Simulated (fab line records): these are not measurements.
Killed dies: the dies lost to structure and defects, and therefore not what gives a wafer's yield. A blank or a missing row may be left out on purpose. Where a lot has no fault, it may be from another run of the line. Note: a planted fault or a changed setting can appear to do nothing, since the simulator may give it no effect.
A struck lot beside a sound one | flow n5 finfet | 36 out of 1938 route steps
Sound: these wafers, L637.2, L637.5, L637.6. Struck: wafer L628.4 (left out: L628.2, L628.5 of the same lot, which were not struck); the cause appears at the end.
Per side, at each step with rows, come the tool, then ch with its chambers, and then its first start. Under that, the readings that differ: sound wafers | struck wafers | difference of the means | sigmas: that difference in standard deviations of wafers without a fault.
alike: words and numbers the same on both sides, and readings whose means are apart by under 2 such deviations; not compared: readings that were withheld, readings missing a value for some wafer, numbers with overlapping values and no deviation given by the record, and bounds like >300 which may hide the same value.
A row with sigmas, a row that says differs or no value, or rows on one side alone: a step with any of these is where the two part. Numbers that don't overlap but have no deviation are shown without sigmas and don't part them. Lack of a reading on every wafer of one side parts them only where that side has two or more wafers.

first, 8 steps without rows for these wafers: N5_MOL_CONTACT_COAG_PRECLEAN_138 (cleans in alkaline clean, time 60 s); N5_MOL_CONTACT_COAG_SRD_139 (time 30 s); N5_MOL_CONTACT_COAG_PRE_CLEAN_121; N5_MOL_CONTACT_COAG_CVD_140 (deposits W, target thk 66.5 nm, time 215 s); N5_MOL_CONTACT_COAG_PRECLEAN_127 (cleans in DIW, time 57.5 s); N5_MOL_CONTACT_COAG_SRD_128 (dry time 32 s); N5_MOL_CONTACT_COAG_CMP_52 (polishes, stops on SiO2, t overpolish 1.5 s, target thk 66.5 nm); N5_MOL_CONTACT_COAG_ANNEAL_112 (time 1800 s).
N5_BEOL_M0_SAQP_PECVD_00: deposits SiCN from 3MS/NH3, target thk 8 nm, time 14 s.
  sound on pecvd-03 ch 0,1, day 9 03:25; struck on pecvd-01 ch 1, day 7 00:31
  reading                                         | sound   | struck | difference | sigmas
  model.SiCN_of_BEOL_M0_SAQP_PECVD_00.thk nm (nm) | 7.8 8 8 | 5.8    | -2.1       |
  alike: showerhead plenum p Torr, throttle valve pct
then, 25 steps without rows for these wafers: N5_BEOL_M0_SAQP_ILD_DEP_01 (deposits SiOC from DEMS/O2, target thk 45.419 nm, time 8.7 s); N5_BEOL_M0_SAQP_HM_DEP_02 (deposits TiN, target thk 12 nm); N5_BEOL_M0_SAQP_PECVD_03 (deposits SiCN from 3MS/NH3, target thk 12 nm, time 21.1 s); N5_BEOL_M0_SAQP_PECVD_96 (deposits a-Si from SiH4/He, target thk 45 nm, time 45.2 s); N5_BEOL_M0_SAQP_PECVD_97 (deposits SiNx from SiH4/NH3/N2, target thk 23 nm, time 19.9 s); N5_BEOL_M0_SAQP_PECVD_04 (deposits a-Si from SiH4/He, target thk 60 nm, time 60.2 s); N5_BEOL_M0_SAQP_HM_DEP_111 (deposits SiO2 from SiH4/N2O, target thk 12 nm, time 7.2 s); N5_BEOL_M0_SAQP_COAT_81 (time 60 s, resist thk 100 nm); N5_BEOL_M0_SAQP_COAT_82 (time 60 s, resist thk 30 nm); N5_BEOL_M0_SAQP_COAT_08 (resist thk 90 nm); N5_BEOL_M0_SAQP_EBR_10; N5_BEOL_M0_SAQP_SOFTBAKE_09 (time 60 s); N5_BEOL_M0_SAQP_EXPOSE_11 (exposes mask M0 CORE, target cd 42 nm); N5_BEOL_M0_SAQP_PEB_12 (peb time 60 s); N5_BEOL_M0_SAQP_DEVELOP_13 (develop time 30 s); N5_BEOL_M0_SAQP_DESCUM_19 (chemistry O2, time 7.9 s); N5_BEOL_M0_SAQP_ETCH_83 (etches SiARC in CF4, target depth 39 nm, time 65 s); N5_BEOL_M0_SAQP_ETCH_84 (etches SOC in N2/H2, target depth 100 nm, overetch 20 nm, time 150 s); N5_BEOL_M0_SAQP_STRIP_80 (strips in N2/H2); N5_BEOL_M0_SAQP_HM_OPEN_112 (chemistry CHF3/O2, target SiO2, stops on a-Si, target depth 12 nm, time 13.5 s); N5_BEOL_M0_SAQP_STRIP_113 (strips in CHF3/O2); N5_BEOL_M0_SAQP_MANDREL_ETCH_20 (etches a-Si in HBr/Cl2, stops on SiNx, target depth 60 nm, bt time 10 s, time 30 s); N5_BEOL_M0_SAQP_STRIP_86 (strips in N2/H2); N5_BEOL_M0_SAQP_STRIP_115 (strips in post etch residue remover, time 60 s); N5_BEOL_M0_SAQP_SRD_93 (time 30 s).
N5_BEOL_M0_ETCH_109: etches SiCN in CH3F/O2, target depth 8 nm, overetch 2.4 nm, time 27.4 s.
  sound on rie diel-02 ch 0,3, day 9 13:30; struck on rie diel-02 ch 3, day 7 11:16
  reading                  | sound           | struck | difference | sigmas
  model.etch.depth nm (nm) | 7.8 7.918 8.002 | 5.855  | -2.052     |
  alike: drypump motor current A, mfc ar sccm, oes product au, rf vpp V, showerhead plenum p Torr, throttle valve pct
  not compared: rf hours counter h
-- a jump in the record: the struck wafers' starts before and after are 3 days apart (it breaks off in module BEOL_M0 and resumes in module BEOL_M4, where the first step shown is number 1111 of the route) --
N5_BEOL_M4_RC_MEAS_101:
  sound on prober-02 ch 0, day 12 06:02; struck on prober-01 ch 0, day 10 17:23
  reading        | sound          | struck | difference | sigmas
  IOFF_P (nA/um) | 0.34 0.31 0.28 | 0.21   | -0.10      | -2
  ION_N (uA/um)  | 694 704 684    | 667    | -27        | -2
  ION_P (uA/um)  | 479 479 472    | 456    | -21        | -2
  alike: DIBL_N, DIBL_P, IOFF_N, SS_N, SS_P, VT_N, VT_P

== WHERE THEY PART ==
Only at N5_BEOL_M4_RC_MEAS_101, within this record.

WHY: the cause the simulator had injected
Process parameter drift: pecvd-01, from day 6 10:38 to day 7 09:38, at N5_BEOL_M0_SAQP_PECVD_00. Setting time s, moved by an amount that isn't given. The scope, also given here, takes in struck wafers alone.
